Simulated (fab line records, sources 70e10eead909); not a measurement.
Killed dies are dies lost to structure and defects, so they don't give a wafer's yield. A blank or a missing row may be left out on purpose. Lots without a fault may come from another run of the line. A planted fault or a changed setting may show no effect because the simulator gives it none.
A struck lot beside a sound one | flow nand_harc | 14 steps out of a route of 1159
Sound: wafers L880.1, L880.4, L880.6. Struck: wafers L881.1, L881.4, L881.5. The cause comes at the end.
At each step with rows: each side's tool, then ch and its chambers, then its first start. Under that, the readings that differ: sound wafers | struck wafers | difference of the means | sigmas: that difference in standard deviations of wafers without a fault.
alike: readings whose means differ by less than 2 such deviations, and words and numbers that are the same on both sides. not compared: withheld readings, readings that some wafer has no value for, bounds like >300 that may hide the same value, and numbers for which the record gives no deviation and whose values overlap.
The two part at a step that has a row with sigmas, a row that says differs or no value, or rows on one side only. Numbers that don't overlap but have no deviation are shown without sigmas and don't part them. A reading that every wafer of one side lacks parts them only if that side has two wafers or more.

first, 4 steps without rows for these wafers: NHARC_P_GATE_EBR_07; NHARC_P_GATE_EXPOSE_08 (exposes mask P HV); NHARC_P_GATE_PEB_09 (peb time 85 s); NHARC_P_GATE_DEVELOP_10 (time 70 s).
NHARC_P_GATE_CD_MEAS_11: target cd 1640 nm.
  sound on cd_sem-02 ch 0, day 5 00:58; struck on cd_sem-03 ch 0, day 5 09:08
  alike: cd_nm
then, 1 step without rows for these wafers: NHARC_P_GATE_HARDBAKE_12 (time 80 s).
NHARC_P_GATE_DESCUM_13: chemistry O2, time 3 s.
  sound on rie_diel-03 ch 0,2, day 5 01:08; struck on rie_diel-03 ch 0,1,2, day 5 09:18
  alike: drypump_motor_current_A, oes_product_au, rf_vpp_V, showerhead_plenum_p_Torr, throttle_valve_pct
  not compared: rf_hours_counter_h
then, 5 steps without rows for these wafers: NHARC_P_GATE_ETCH_14 (etches SiO2 in dHF, target depth 48.8 nm); NHARC_P_GATE_STRIP_15 (strips in SPM, time 780 s); NHARC_P_GATE_PRECLEAN_71 (cleans in SC1); NHARC_P_GATE_SRD_72; NHARC_P_GATE_OXIDE_16 (material SiO2, target thk 3 nm, ox time 392 s).
NHARC_P_GATE_CVD_17: deposits poly-Si, target thk 150 nm, time 900 s.
  sound on lpcvd_poly-04 ch 0, day 5 10:50; struck on lpcvd_poly-03 ch 0, day 5 22:52
  alike: spike_tc_bottom_C, spike_tc_upper_C
NHARC_P_GATE_HM_DEP_102: deposits aC, target thk 120 nm.
  sound on acl_dep-02 ch 0, day 5 13:28; struck on acl_dep-02 ch 0, day 6 02:11
  alike: susceptor_temp_C, throttle_valve_pct

WHERE THEY PART
Nowhere in this record.

WHY: what the simulator had put in
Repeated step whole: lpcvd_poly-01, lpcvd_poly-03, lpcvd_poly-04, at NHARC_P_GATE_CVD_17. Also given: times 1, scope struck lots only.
